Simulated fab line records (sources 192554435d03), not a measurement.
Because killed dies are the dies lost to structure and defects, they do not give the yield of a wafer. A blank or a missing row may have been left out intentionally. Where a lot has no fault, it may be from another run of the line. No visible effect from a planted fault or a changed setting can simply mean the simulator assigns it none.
fab line records	flow n5Finfet
record: lots: 24	wafers: 72	lastDay: 18
route steps=1938 shown MOL_CONTACT_COAG@602 BEOL_M0_SAQP@637
lots with no fault: from the same line, run without faults
startH: hours from the record's opening day to when the first of the lot's shown wafers began	waitH: hours since the lot's step before	" unchanged from the row above	L1.1+2: a single row standing in for several wafers	- no value, or no start given	* or withheld: withheld	< > ~ a bound
route shown NAME@n: a module of which the file shows steps, and the number in the route of the first	usual: average and standard deviation across the fault-free wafers	same: alike in all rows	chamber/n: place in a boat	sites: per-site readings	_std_site: standard deviation of those values	_edge_site: mean of outer sites minus mean of inner sites	radiusMm: how far each site lies from the wafer's centre	mask NAME#n: copy n	behind: tool/chamber where the wafer was last shaped	hold: what put the lot on hold/how long, in hours/how the hold closed	device: the transistor (n, p or np) that didn't switch	end of line: the tests these same wafers got at the end of their route	a step with no rows: only its recipe	killed: count of dies lost to structure and defects at first sort (not the wafer's yield)	map: a wafer's dies, marking killed ones x, the rest . and places with no die _
set.NAME: the setting the step ran with; set.NAME@STEP: the setting that earlier step ran with	model.NAME: the simulator's own value behind a step, which no gauge read
the route's steps for a sample of lots (tables are steps, rows are wafers)
services: the hour from which a tool's chamber was out of use, counted from the record's first day as startH (under 0 if before that day), plus the number of hours and why
== steps ==
step: N5_MOL_CONTACT_COAG_CD_MEAS_40
recipe: targetCdNm: 25.1	landingEnergyEv: 500	detector: seInlens	polarity: opening
usual: cdNm: 25.06/0.21
lot.wafer	tool	chamber	startH	waitH	cdNm
L074.2	cdSem-01	0	106.06	-	25.09
L074.3	"	0	"	"	25.01
L074.6	"	0	"	"	24.58
L075.3	cdSem-03	0	106.93	-	25.08
L075.4	"	0	"	"	25.09
L075.6	"	0	"	"	24.84
L076.2	cdSem-03	0	113.30	-	25.06
L076.4	"	0	"	"	25.19
L076.6	"	0	"	"	24.98
L077.2	cdSem-02	0	117.31	-	24.66
L077.4	"	0	"	"	24.94
L077.6	"	0	"	"	25.31
L078.3	cdSem-02	0	124.85	-	24.99
L078.4	"	0	"	"	25.31
L078.5	"	0	"	"	25.41
L079.1	cdSem-02	0	129.51	-	24.96
L079.3	"	0	"	"	24.93
L079.5	"	0	"	"	24.98
L080.3	cdSem-03	0	137.82	-	24.64
L080.4	"	0	"	"	25.22
L080.5	"	0	"	"	25.08
L081.2	cdSem-03	0	140.79	-	24.84
L081.5	"	0	"	"	25.25
L081.6	"	0	"	"	25.06
L082.2	cdSem-02	0	147.68	-	25.33
L082.3	"	0	"	"	25.19
L082.6	"	0	"	"	24.98
L083.1	cdSem-01	0	153.01	-	24.72
L083.3	"	0	"	"	24.91
L083.6	"	0	"	"	24.85
L084.4	cdSem-03	0	160.42	-	24.96
L084.5	"	0	"	"	24.89
L084.6	"	0	"	"	24.98
L085.4	cdSem-02	0	172.84	-	24.86
L085.5	"	0	"	"	25.00
L085.6	"	0	"	"	24.49
L086.3	cdSem-03	0	174.86	-	25.07
L086.4	"	0	"	"	25.11
L086.5	"	0	"	"	25.08
L087.3	cdSem-01	0	175.04	-	25.01
L087.5	"	0	"	"	25.24
L087.6	"	0	"	"	25.14
L088.2	cdSem-02	0	185.93	-	25.46
L088.3	"	0	"	"	24.86
L088.6	"	0	"	"	25.14
L089.1	cdSem-02	0	188.81	-	24.97
L089.4	"	0	"	"	25.06
L089.6	"	0	"	"	25.02
L090.1	cdSem-02	0	198.55	-	25.41
L090.3	"	0	"	"	24.86
L090.4	"	0	"	"	25.35
L091.2	cdSem-02	0	200.02	-	25.10
L091.3	"	0	"	"	24.92
L091.6	"	0	"	"	25.45
L092.3	cdSem-03	0	208.57	-	25.44
L092.5	"	0	"	"	25.04
L092.6	"	0	"	"	25.16
L093.1	cdSem-01	0	212.07	-	25.28
L093.3	"	0	"	"	24.92
L093.5	"	0	"	"	25.22
L094.1	cdSem-03	0	217.60	-	25.17
L094.2	"	0	"	"	25.18
L094.4	"	0	"	"	24.99
L095.2	cdSem-02	0	231.95	-	25.20
L095.4	"	0	"	"	25.15
L095.6	"	0	"	"	25.30
L097.4	cdSem-02	0	235.32	-	25.43
L097.5	"	0	"	"	25.18
L097.6	"	0	"	"	25.05
L096.2	cdSem-01	0	240.90	-	25.03
L096.3	"	0	"	"	25.02
L096.5	"	0	"	"	25.05
step: N5_MOL_CONTACT_COAG_ETCH_124
recipe: chemistry: CH3F/O2	target: SiNx	targetDepthA: 65	maskMaterial: SOC	stopOn: SiOC	overEtchFrac: 0.3	ionEnergyEv: 120	pressureMtorr: 30	sourceW: 395	biasW: 73	Ar_flow_sccm: 150	CH3F_flow_sccm: 30	O2_flow_sccm: 20	ends: endPoint
usual: drypumpMotorCurrentA: 5.7/0.48	oes_o_777_au: 0.75/0.066	oesProductAu: 0.64/0.056	rfVppV: 298.9/2.5	showerheadPlenumPTorr: 1.99/0.066	throttleValvePct: 16.47/0.19
lot.wafer	tool	chamber	startH	waitH	drypumpMotorCurrentA	oes_o_777_au	oesProductAu	rfHoursCounterH	rfVppV	showerheadPlenumPTorr	throttleValvePct
L074.2	rieDiel-01	3	107.19	0.0	5.7	0.77	0.66	148	302.5	2.09	16.46
L074.3	"	1	"	"	5.2	0.78	0.68	113	298.7	1.93	16.59
L074.6	"	2	"	"	5.1	0.75	0.64	-	297.8	2.00	16.33
L075.3	rieDiel-01	3	107.70	0.0	5.7	0.78	0.66	148	303.5	2.09	16.47
L075.4	"	2	"	"	5.1	0.75	0.64	151	296.8	2.00	16.33
L075.6	"	3	"	"	5.7	0.77	0.67	-	304.0	2.09	16.48
L076.2	rieDiel-01	2	113.94	0.0	5.1	0.75	0.65	153	298.9	2.00	16.34
L076.4	"	1	"	"	5.2	0.78	0.67	115	299.1	1.93	16.57
L076.6	"	2	"	"	5.1	0.76	0.64	-	297.1	2.00	16.34
L077.2	rieDiel-05	3	118.03	0.0	5.9	0.72	0.63	160	298.1	1.92	16.31
L077.4	"	1	"	"	5.2	0.88	0.75	46	299.9	1.94	16.15
L077.6	"	3	"	"	5.9	0.72	0.63	-	297.5	1.92	16.33
L078.3	rieDiel-01	3	125.57	0.0	5.7	0.77	0.66	154	302.5	2.09	16.49
L078.4	"	1	"	"	5.2	0.77	0.68	119	300.5	1.93	16.61
L078.5	"	2	"	"	5.1	0.75	0.64	-	297.6	2.00	16.34
L079.1	rieDiel-02	0	130.13	0.0	5.9	0.68	0.57	242	302.2	1.97	16.68
L079.3	"	3	"	"	5.4	0.68	0.59	234	298.1	2.05	16.58
L079.5	"	1	"	"	5.8	0.84	0.73	-	301.0	2.11	16.44
L080.3	rieDiel-02	2	138.44	0.0	6.7	0.71	0.59	229	294.0	2.06	16.68
L080.4	"	0	"	"	5.9	0.68	0.57	244	301.4	1.97	16.71
L080.5	"	0	"	"	5.9	0.67	0.57	-	301.1	1.97	16.70
L081.2	rieDiel-02	1	141.41	0.0	5.8	0.83	0.73	63	298.3	2.11	16.44
L081.5	"	2	"	"	6.7	0.71	0.60	-	293.3	2.06	16.69
L081.6	"	1	"	"	5.8	0.85	0.73	-	299.6	2.11	16.44
L082.2	rieDiel-02	2	148.72	0.0	6.8	0.70	0.58	233	292.0	2.06	16.69
L082.3	"	3	"	"	5.4	0.68	0.59	241	298.8	2.05	16.58
L082.6	"	3	"	"	5.4	0.68	0.59	-	297.9	2.05	16.59
L083.1	rieDiel-02	1	154.13	0.0	5.8	0.83	0.71	68	300.1	2.11	16.44
L083.3	"	2	"	"	6.7	0.70	0.59	235	295.8	2.06	16.71
L083.6	"	0	"	"	5.9	0.68	0.57	-	301.2	1.96	16.73
L084.4	rieDiel-05	1	161.03	0.0	5.3	0.86	0.74	60	299.5	1.94	16.16
L084.5	"	1	"	"	5.2	0.86	0.73	-	299.5	1.94	16.20
L084.6	"	2	"	"	5.1	0.73	0.63	-	296.2	1.90	16.07
L085.4	rieDiel-05	1	173.45	0.0	5.2	0.85	0.73	64	297.9	1.94	16.18
L085.5	"	0	"	"	5.6	0.69	0.60	-	300.1	1.98	16.54
L085.6	"	1	"	"	5.2	0.85	0.73	-	301.0	1.94	16.18
L086.3	rieDiel-01	0	175.72	0.0	6.3	0.73	0.62	194	297.1	1.99	16.63
L086.4	"	2	"	"	5.1	0.73	0.63	174	296.6	1.99	16.38
L086.5	"	1	"	"	5.2	0.77	0.66	-	297.6	1.92	16.63
L087.3	rieDiel-05	1	175.93	0.0	5.2	0.85	0.73	65	299.2	1.93	16.18
L087.5	"	1	"	"	5.2	0.86	0.73	-	298.7	1.94	16.19
L087.6	"	0	"	"	5.6	0.69	0.60	-	298.6	1.98	16.56
L088.2	rieDiel-05	3	186.56	0.0	5.9	0.72	0.61	181	298.5	1.91	16.37
L088.3	"	0	"	"	5.6	0.69	0.59	227	300.0	1.98	16.58
L088.6	"	0	"	"	5.6	0.69	0.59	-	299.9	1.98	16.55
L089.1	rieDiel-01	2	189.43	0.0	5.1	0.73	0.63	179	299.2	1.99	16.41
L089.4	"	1	"	"	5.2	0.77	0.65	141	300.3	1.92	16.65
L089.6	"	3	"	"	5.8	0.75	0.64	-	302.4	2.08	16.52
L090.1	rieDiel-02	1	199.22	0.0	5.8	0.82	0.70	86	300.0	2.10	16.48
L090.3	"	2	"	"	6.7	0.69	0.58	252	294.1	2.05	16.73
L090.4	"	2	"	"	6.8	0.69	0.58	-	294.3	2.05	16.73
L091.2	rieDiel-01	1	200.64	0.0	5.2	0.76	0.66	145	298.5	1.92	16.66
L091.3	"	2	"	"	5.1	0.73	0.63	183	298.5	1.99	16.39
L091.6	"	1	"	"	5.2	0.75	0.65	-	299.7	1.92	16.66
L092.3	rieDiel-01	1	209.36	0.0	5.2	0.75	0.66	148	299.3	1.92	16.67
L092.5	"	1	"	"	5.2	0.76	0.65	-	298.1	1.92	16.64
L092.6	"	2	"	"	5.1	0.73	0.63	-	299.0	1.99	16.40
L093.1	rieDiel-02	0	212.69	0.0	5.9	0.97	0.83	8	301.9	1.96	16.23
L093.3	"	1	"	"	5.8	0.81	0.70	91	300.3	2.10	16.50
L093.5	"	1	"	"	5.8	0.81	0.70	-	300.3	2.10	16.50
L094.1	rieDiel-05	3	218.93	0.0	5.9	0.70	0.61	193	297.2	1.91	16.40
L094.2	"	0	"	"	5.6	0.68	0.58	239	300.4	1.97	16.59
L094.4	"	1	"	"	5.2	0.84	0.71	81	299.2	1.93	16.23
L095.2	rieDiel-01	2	232.68	0.0	5.1	0.73	0.62	194	298.3	1.99	16.42
L095.4	"	3	"	"	5.7	0.74	0.63	192	301.9	2.07	16.54
L095.6	"	0	"	"	6.3	0.71	0.60	-	298.4	1.98	16.67
L097.4	rieDiel-05	1	235.95	0.0	5.2	0.83	0.71	85	299.6	1.93	16.24
L097.5	"	1	"	"	5.2	0.83	0.70	-	300.4	1.93	16.23
L097.6	"	2	"	"	5.1	0.71	0.60	-	294.4	1.90	16.13
L096.2	rieDiel-01	2	241.77	0.0	5.1	0.72	0.62	197	299.3	1.99	16.42
L096.3	"	0	"	"	6.3	0.71	0.61	220	297.9	1.98	16.66
L096.5	"	0	"	"	6.3	0.71	0.60	-	297.4	1.98	16.65
step: N5_MOL_CONTACT_COAG_CVD_140
recipe: material: W	targetThkA: 665	mode: selectiveFill	tempC: 300	timeS: 215
usual: heaterPowerW: 460/13
lot.wafer	tool	chamber	startH	waitH	heaterPowerW
L074.2	cvdW-01	1	107.65	0.1	451
L074.3	"	1	"	"	450
L074.6	"	1	"	"	458
L075.3	cvdW-02	0	108.23	0.1	447
L075.4	"	1	"	"	454
L075.6	"	1	"	"	461
L076.2	cvdW-02	0	114.39	0.1	440
L076.4	"	1	"	"	457
L076.6	"	1	"	"	450
L077.2	cvdW-02	0	118.49	0.1	446
L077.4	"	0	"	"	441
L077.6	"	1	"	"	460
L078.3	cvdW-02	0	126.10	0.1	458
L078.4	"	1	"	"	477
L078.5	"	0	"	"	437
L079.1	cvdW-01	1	130.58	0.1	461
L079.3	"	1	"	"	459
L079.5	"	1	"	"	467
L080.3	cvdW-01	1	138.98	0.1	459
L080.4	"	0	"	"	468
L080.5	"	0	"	"	470
L081.2	cvdW-01	1	141.86	0.1	461
L081.5	"	1	"	"	454
L081.6	"	0	"	"	459
L082.2	cvdW-01	0	149.18	0.1	480
L082.3	"	1	"	"	467
L082.6	"	0	"	"	471
L083.1	cvdW-01	0	154.61	0.1	472
L083.3	"	1	"	"	468
L083.6	"	1	"	"	454
L084.4	cvdW-01	0	161.57	0.1	482
L084.5	"	0	"	"	468
L084.6	"	1	"	"	461
L085.4	cvdW-02	0	173.99	0.1	443
L085.5	"	0	"	"	426
L085.6	"	1	"	"	461
L086.3	cvdW-01	1	176.26	0.1	460
L086.4	"	0	"	"	458
L086.5	"	0	"	"	474
L087.3	cvdW-02	0	176.48	0.1	451
L087.5	"	1	"	"	473
L087.6	"	0	"	"	435
L088.2	cvdW-01	0	187.01	0.1	452
L088.3	"	0	"	"	478
L088.6	"	0	"	"	472
L089.1	cvdW-01	0	189.89	0.1	478
L089.4	"	1	"	"	470
L089.6	"	0	"	"	467
L090.1	cvdW-02	1	199.68	0.1	452
L090.3	"	1	"	"	460
L090.4	"	0	"	"	438
L091.2	cvdW-01	0	201.10	0.1	481
L091.3	"	1	"	"	455
L091.6	"	0	"	"	465
L092.3	cvdW-02	1	209.89	0.1	470
L092.5	"	0	"	"	455
L092.6	"	1	"	"	468
L093.1	cvdW-02	1	213.15	0.1	459
L093.3	"	1	"	"	466
L093.5	"	0	"	"	447
L094.1	cvdW-01	1	219.39	0.1	467
L094.2	"	0	"	"	481
L094.4	"	0	"	"	474
L095.2	cvdW-02	1	233.13	0.1	474
L095.4	"	0	"	"	429
L095.6	"	0	"	"	435
L097.4	cvdW-02	1	236.48	0.1	470
L097.5	"	0	"	"	445
L097.6	"	1	"	"	473
L096.2	cvdW-01	0	242.22	0.1	471
L096.3	"	1	"	"	471
L096.5	"	0	"	"	462
step: N5_BEOL_M0_SAQP_PECVD_97
recipe: material: SiNx	targetThkA: 230	tempC: 350	precursor: SiH4/NH3/N2	pressureTorr: 1.5	rfW: 300	timeS: 19.9
usual: heaterPowerW: 536/56	showerheadPlenumPTorr: 5.11/0.073	throttleValvePct: 39.6/2.9
lot.wafer	tool	chamber	startH	waitH	heaterPowerW	showerheadPlenumPTorr	throttleValvePct
L074.2	pecvd-04	0	112.12	0.0	634	5.08	38.0
L074.3	"	2	"	"	582	5.02	39.8
L074.6	"	2	"	"	567	5.05	39.8
L075.3	pecvd-04	1	114.99	0.0	437	5.21	38.5
L075.4	"	1	"	"	437	5.21	38.6
L075.6	"	2	"	"	560	5.04	39.9
L076.2	pecvd-03	2	120.02	0.0	573	5.21	35.2
L076.4	"	1	"	"	524	5.16	43.3
L076.6	"	2	"	"	576	5.20	35.2
L077.2	pecvd-03	2	124.30	0.0	610	5.20	35.2
L077.4	"	2	"	"	618	5.20	35.2
L077.6	"	1	"	"	497	5.19	43.3
L078.3	pecvd-04	2	132.09	0.0	526	5.03	39.8
L078.4	"	2	"	"	518	5.02	39.7
L078.5	"	0	"	"	640	5.08	38.0
L079.1	pecvd-01	1	138.10	0.0	595	5.04	37.3
L079.3	"	2	"	"	566	5.13	38.9
L079.5	"	0	"	"	476	5.00	45.4
L080.3	pecvd-01	1	143.82	0.0	526	5.02	37.6
L080.4	"	1	"	"	533	5.04	37.7
L080.5	"	2	"	"	600	5.13	38.8
L081.2	pecvd-04	2	148.07	0.0	533	5.02	39.8
L081.5	"	2	"	"	527	5.04	39.5
L081.6	"	1	"	"	493	5.21	38.5
L082.2	pecvd-04	1	154.74	0.0	427	5.21	38.4
L082.3	"	2	"	"	591	5.02	39.9
L082.6	"	0	"	"	589	5.11	38.0
L083.1	pecvd-03	1	158.96	0.0	581	5.17	43.2
L083.3	"	0	"	"	509	5.11	40.4
L083.6	"	1	"	"	589	5.18	43.3
L084.4	pecvd-01	0	166.90	0.0	452	5.01	45.5
L084.5	"	2	"	"	528	5.13	39.0
L084.6	"	1	"	"	545	5.04	37.4
L085.4	pecvd-04	0	179.25	0.0	612	5.09	37.8
L085.5	"	1	"	"	429	5.21	38.8
L085.6	"	2	"	"	578	5.02	40.0
L086.3	pecvd-03	0	181.26	0.0	510	5.11	40.6
L086.4	"	2	"	"	549	5.21	35.6
L086.5	"	0	"	"	508	5.11	40.6
L087.3	pecvd-01	1	181.34	0.0	551	5.04	37.7
L087.5	"	1	"	"	547	5.04	37.4
L087.6	"	0	"	"	542	5.01	45.6
L088.2	pecvd-03	0	192.35	0.0	469	5.10	40.7
L088.3	"	2	"	"	558	5.20	35.9
L088.6	"	2	"	"	542	5.18	35.3
L089.1	pecvd-01	0	194.72	0.0	511	5.02	45.1
L089.4	"	1	"	"	529	5.05	37.4
L089.6	"	0	"	"	529	5.02	45.3
L090.1	pecvd-03	1	206.59	0.0	560	5.18	43.4
L090.3	"	2	"	"	623	5.21	35.5
L090.4	"	2	"	"	617	5.20	35.7
L091.2	pecvd-01	0	207.87	0.0	519	5.00	45.2
L091.3	"	2	"	"	596	5.12	39.2
L091.6	"	1	"	"	528	5.03	37.6
L092.3	pecvd-04	0	214.92	0.0	585	5.08	38.1
L092.5	"	0	"	"	606	5.09	38.1
L092.6	"	1	"	"	472	5.21	38.6
L093.1	pecvd-03	2	217.71	0.0	610	5.21	35.5
L093.3	"	0	"	"	488	5.11	40.7
L093.5	"	2	"	"	609	5.20	35.5
L094.1	pecvd-04	1	226.81	0.0	495	5.20	38.5
L094.2	"	0	"	"	547	5.08	38.2
L094.4	"	0	"	"	552	5.10	38.4
L095.2	pecvd-01	2	237.90	0.0	570	5.14	39.0
L095.4	"	0	"	"	525	5.00	45.3
L095.6	"	0	"	"	526	5.01	45.5
L097.4	pecvd-01	2	241.57	0.0	610	5.13	39.5
L097.5	"	2	"	"	597	5.12	39.1
L097.6	"	0	"	"	482	5.01	45.7
L096.2	pecvd-04	0	247.93	0.0	582	5.09	38.2
L096.3	"	2	"	"	500	5.01	35.4
L096.5	"	0	"	"	592	5.09	38.0
step: N5_BEOL_M0_SAQP_CD_MEAS_14
recipe: targetCdNm: 42.5	landingEnergyEv: 500	detector: seInlens
usual: cdNm: 42.42/0.27
lot.wafer	tool	chamber	startH	waitH	cdNm
L074.2	cdSem-02	0	112.74	-	42.57
L074.3	"	0	"	"	42.44
L074.6	"	0	"	"	42.51
L075.3	cdSem-02	0	115.61	-	42.66
L075.4	"	0	"	"	42.52
L075.6	"	0	"	"	42.40
L076.2	cdSem-03	0	120.64	-	42.51
L076.4	"	0	"	"	42.75
L076.6	"	0	"	"	42.79
L077.2	cdSem-03	0	124.91	-	42.52
L077.4	"	0	"	"	42.28
L077.6	"	0	"	"	42.17
L078.3	cdSem-03	0	132.58	-	42.12
L078.4	"	0	"	"	42.19
L078.5	"	0	"	"	41.99
L079.1	cdSem-01	0	138.59	-	42.95
L079.3	"	0	"	"	42.77
L079.5	"	0	"	"	42.67
L080.3	cdSem-01	0	144.45	-	42.18
L080.4	"	0	"	"	42.62
L080.5	"	0	"	"	42.16
L081.2	cdSem-02	0	148.56	-	42.81
L081.5	"	0	"	"	42.14
L081.6	"	0	"	"	42.46
L082.2	cdSem-02	0	155.23	-	42.53
L082.3	"	0	"	"	42.66
L082.6	"	0	"	"	42.36
L083.1	cdSem-01	0	159.45	-	42.98
L083.3	"	0	"	"	43.00
L083.6	"	0	"	"	42.29
L084.4	cdSem-03	0	167.53	-	42.22
L084.5	"	0	"	"	42.55
L084.6	"	0	"	"	42.61
L085.4	cdSem-02	0	179.88	-	42.55
L085.5	"	0	"	"	42.14
L085.6	"	0	"	"	42.65
L086.3	cdSem-03	0	181.94	-	42.33
L086.4	"	0	"	"	42.42
L086.5	"	0	"	"	42.70
L087.3	cdSem-03	0	182.10	-	42.62
L087.5	"	0	"	"	42.24
L087.6	"	0	"	"	42.85
L088.2	cdSem-01	0	193.05	-	42.57
L088.3	"	0	"	"	42.51
L088.6	"	0	"	"	42.92
L089.1	cdSem-02	0	195.39	-	42.38
L089.4	"	0	"	"	42.25
L089.6	"	0	"	"	42.27
L090.1	cdSem-02	0	207.08	-	41.96
L090.3	"	0	"	"	42.67
L090.4	"	0	"	"	42.53
L091.2	cdSem-02	0	208.37	-	42.73
L091.3	"	0	"	"	42.25
L091.6	"	0	"	"	42.48
L092.3	cdSem-01	0	215.57	-	42.75
L092.5	"	0	"	"	42.12
L092.6	"	0	"	"	42.42
L093.1	cdSem-02	0	218.34	-	42.67
L093.3	"	0	"	"	42.71
L093.5	"	0	"	"	42.47
L094.1	cdSem-01	0	227.36	-	42.62
L094.2	"	0	"	"	42.37
L094.4	"	0	"	"	42.49
L095.2	cdSem-02	0	238.59	-	42.18
L095.4	"	0	"	"	42.84
L095.6	"	0	"	"	42.09
L097.4	cdSem-02	0	242.22	-	42.04
L097.5	"	0	"	"	42.13
L097.6	"	0	"	"	42.33
L096.2	cdSem-02	0	248.43	-	41.66
L096.3	"	0	"	"	42.27
L096.5	"	0	"	"	42.48
step: N5_BEOL_M0_SAQP_ETCH_84
recipe: chemistry: N2/H2	target: SOC	targetDepthA: 1000	overetchA: 200	maskMaterial: SiARC	tempC: 40	timeS: 150	ionEnergyEv: 200	pressureMtorr: 30	sourceW: 840	biasW: 150	n2FlowSccm: 200	h2FlowSccm: 200
usual: drypumpMotorCurrentA: 5.8/0.39	oesProductAu: 0.69/0.073	rfVppV: 523.7/2.7	showerheadPlenumPTorr: 2.54/0.091	throttleValvePct: 17.9/0.31
lot.wafer	tool	chamber	startH	waitH	drypumpMotorCurrentA	oesProductAu	rfHoursCounterH	rfVppV	showerheadPlenumPTorr	throttleValvePct
L074.2	rieDiel-06	0	113.03	0.0	5.5	0.64	190	525.7	2.64	18.4
L074.3	"	2	"	"	5.5	0.70	134	521.2	2.46	18.1
L074.6	"	1	"	"	5.9	0.69	-	522.9	2.45	18.0
L075.3	rieDiel-06	2	115.78	0.0	5.4	0.69	135	520.2	2.46	18.1
L075.4	"	1	"	"	5.9	0.69	128	521.8	2.45	18.0
L075.6	"	2	"	"	5.5	0.68	-	521.3	2.46	18.1
L076.2	rieDiel-03	1	121.08	0.0	5.9	0.67	180	523.9	2.52	17.9
L076.4	"	3	"	"	6.6	0.75	-	521.1	2.46	17.7
L076.6	"	0	"	"	5.6	0.65	-	524.9	2.62	17.7
L077.2	rieDiel-04	0	125.66	0.0	5.8	0.82	13	522.4	2.50	17.3
L077.4	"	2	"	"	6.0	0.61	242	524.7	2.61	18.3
L077.6	"	0	"	"	5.8	0.82	-	521.8	2.50	17.3
L078.3	rieDiel-04	1	132.87	0.0	5.7	0.66	154	524.7	2.65	17.9
L078.4	"	2	"	"	6.0	0.61	244	526.7	2.61	18.2
L078.5	"	0	"	"	5.8	0.82	-	522.1	2.50	17.3
L079.1	rieDiel-04	0	138.76	0.0	5.7	0.81	16	522.5	2.50	17.4
L079.3	"	3	"	"	5.7	0.78	47	529.3	2.70	17.7
L079.5	"	1	"	"	5.6	0.66	-	526.6	2.65	17.9
L080.3	rieDiel-04	2	144.67	0.0	6.0	0.61	247	525.7	2.61	18.2
L080.4	"	3	"	"	5.7	0.77	49	528.5	2.70	17.6
L080.5	"	1	"	"	5.7	0.66	-	528.8	2.65	17.9
L081.2	rieDiel-03	2	148.74	0.0	5.2	0.87	4	525.7	2.61	17.7
L081.5	"	0	"	"	5.6	0.64	-	526.1	2.62	17.7
L081.6	"	1	"	"	5.9	0.65	-	523.1	2.52	17.9
L082.2	rieDiel-06	2	155.41	0.0	5.5	0.69	146	522.8	2.45	18.1
L082.3	"	3	"	"	6.4	0.64	194	520.6	2.43	17.6
L082.6	"	3	"	"	6.3	0.64	-	521.1	2.43	17.5
L083.1	rieDiel-04	0	159.72	0.0	5.8	0.80	24	521.6	2.50	17.4
L083.3	"	3	"	"	5.7	0.76	55	528.1	2.69	17.7
L083.6	"	0	"	"	5.8	0.80	-	523.1	2.50	17.4
L084.4	rieDiel-04	3	167.75	0.0	5.7	0.75	-	528.0	2.69	17.7
L084.5	"	0	"	"	5.8	0.80	-	523.5	2.49	17.4
L084.6	"	1	"	"	5.6	0.67	-	525.9	2.65	17.9
L085.4	rieDiel-03	0	180.07	0.0	5.6	0.63	237	527.2	2.62	17.7
L085.5	"	0	"	"	5.6	0.63	-	525.0	2.62	17.7
L085.6	"	1	"	"	5.9	0.65	-	522.8	2.52	17.9
L086.3	rieDiel-03	3	182.11	0.0	6.6	0.73	88	521.9	2.45	17.7
L086.4	"	2	"	"	5.2	0.85	13	525.7	2.61	17.8
L086.5	"	1	"	"	5.9	0.66	-	523.8	2.52	17.9
L087.3	rieDiel-06	3	182.27	0.0	6.4	0.63	201	520.8	2.42	17.6
L087.5	"	0	"	"	5.5	0.62	-	527.5	2.63	18.4
L087.6	"	1	"	"	5.9	0.67	-	520.7	2.44	18.1
L088.2	rieDiel-03	1	193.22	0.0	5.9	0.65	202	523.3	2.51	17.9
L088.3	"	3	"	"	6.6	0.73	92	521.1	2.45	17.8
L088.6	"	2	"	"	5.3	0.83	-	525.6	2.60	17.8
L089.1	rieDiel-06	3	195.56	0.0	6.4	0.63	206	520.1	2.42	17.6
L089.4	"	0	"	"	5.5	0.63	215	527.3	2.62	18.4
L089.6	"	2	"	"	5.5	0.67	-	522.3	2.45	18.2
L090.1	rieDiel-06	1	207.70	0.0	5.9	0.66	153	520.8	2.44	18.1
L090.3	"	3	"	"	6.4	0.63	210	520.2	2.42	17.6
L090.4	"	2	"	"	5.5	0.67	162	522.4	2.44	18.2
L091.2	rieDiel-06	3	208.59	0.0	6.4	0.62	211	521.7	2.42	17.6
L091.3	"	1	"	"	5.9	0.67	154	521.0	2.44	18.1
L091.6	"	2	"	"	5.5	0.67	-	522.1	2.44	18.2
L092.3	rieDiel-06	1	215.74	0.0	5.9	0.67	156	521.3	2.44	18.1
L092.5	"	0	"	"	5.5	0.62	-	527.9	2.62	18.5
L092.6	"	1	"	"	5.9	0.67	-	520.7	2.44	18.1
L093.1	rieDiel-03	0	218.54	0.0	5.5	0.63	247	526.4	2.61	17.8
L093.3	"	1	"	"	5.9	0.65	209	524.1	2.51	17.9
L093.5	"	2	"	"	5.2	0.82	-	524.1	2.60	17.8
L094.1	rieDiel-06	2	227.53	0.0	5.5	0.66	168	520.6	2.44	18.2
L094.2	"	3	"	"	6.4	0.62	217	519.6	2.42	17.6
L094.4	"	1	"	"	5.9	0.66	159	520.2	2.44	18.1
L095.2	rieDiel-03	3	238.76	0.0	6.6	0.72	106	520.9	2.45	17.8
L095.4	"	1	"	"	5.9	0.64	-	523.0	2.51	17.9
L095.6	"	2	"	"	5.3	0.81	-	524.4	2.60	17.8
L097.4	rieDiel-06	2	242.39	0.0	5.5	0.66	173	521.4	2.44	18.2
L097.5	"	0	"	"	5.5	0.61	-	526.1	2.62	18.5
L097.6	"	3	"	"	6.4	0.63	-	520.1	2.42	17.6
L096.2	rieDiel-03	2	248.60	0.0	5.2	0.80	34	525.6	2.60	17.8
L096.3	"	3	"	"	6.6	0.71	109	521.1	2.45	17.8
L096.5	"	3	"	"	6.6	0.71	-	519.5	2.45	17.8
== services ==
tool	chamber	startH	hours	kind
pecvd-04	-	90.88	1.2	repair
rieDiel-01	2	94.27	9.5	repair
rieDiel-06	-	106.40	2.8	pm
rieDiel-04	3	108.80	7.5	repair
rieDiel-02	2	123.29	4.0	repair
rieDiel-04	1	146.38	8.4	repair
rieDiel-02	0	163.18	3.9	repair
cvdW-02	0	176.06	-	calibration
cvdW-01	-	184.16	1.2	repair
pecvd-01	2	192.19	10.5	repair
rieDiel-04	3	195.40	5.2	repair
cvdW-01	-	200.18	0.6	repair
pecvd-04	2	202.38	-	clean
pecvd-04	2	202.38	-	consumableReplace:showerhead
pecvd-04	2	202.38	29.0	scheduledDown
rieDiel-04	-	207.32	0.2	repair
pecvd-03	-	210.90	0.7	repair
cvdW-01	-	214.35	2.8	pm
cvdW-02	1	225.27	5.5	repair
rieDiel-02	-	226.47	0.7	repair
cvdW-02	-	227.57	1.0	repair
rieDiel-02	1	237.00	5.9	repair
pecvd-01	1	237.48	10.0	repair
cvdW-01	-	244.02	1.1	repair
== key ==
fault none
